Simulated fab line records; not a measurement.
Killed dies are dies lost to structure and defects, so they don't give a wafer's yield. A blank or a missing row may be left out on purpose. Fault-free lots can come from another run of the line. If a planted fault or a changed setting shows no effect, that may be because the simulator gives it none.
Matching of chambers ; flow nand_harc ; NHARC_A_STAIRCASE_CMP_450 on cmp-04: 4 sister chambers
The step polishes SiO2, target thk 200 nm. 4 wafers are shown with their chamber, then 9 later ones without.

WAFERS PAIRED WITH THEIR CHAMBERS
wafer;chamber;motor_current_A (A)
L621.3;3;11.9
L623.1;1;12.8
L623.3;0;13.9
L623.4;2;12.2

WAFERS WITHOUT THEIR CHAMBER
wafer;motor_current_A (A)
L625.1;12.7
L625.2;12.8
L625.5;11.6
L624.1;14.0
L624.3;12.1
L624.6;12.0
L627.2;13.2
L627.3;12.3
L627.4;11.9

THE CHAMBER EACH PASSED THROUGH
wafer;from the rows above;in truth
L625.1;1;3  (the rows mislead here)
L625.2;1;1
L625.5;can't be placed: 3 or 2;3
L624.1;0;0
L624.3;can't be placed: 2 or 3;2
L624.6;can't be placed: 3 or 2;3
L627.2;can't be placed: 1 or 0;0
L627.3;can't be placed: 2 or 3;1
L627.4;can't be placed: 3 or 2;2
Placed correctly: 2 of 9. These rows do not allow placing 6 (true chamber among the candidates in 5). Placed wrongly: 1.
How it was worked out, from the rows above alone: a wafer's distance from a chamber is the root of the sum, over the readings, of the square of ((its reading less the chamber's mean) divided by the reading's scatter). If the next closest chamber is less than 2 further off than the closest, the wafer can't be placed; otherwise it belongs to the closest. For every chamber, the mean is computed from those of its wafers that are shown. The scatter (one wafer shown for each chamber): square how far every hidden wafer sits from the nearest shown wafer, average those squares and take the square root.
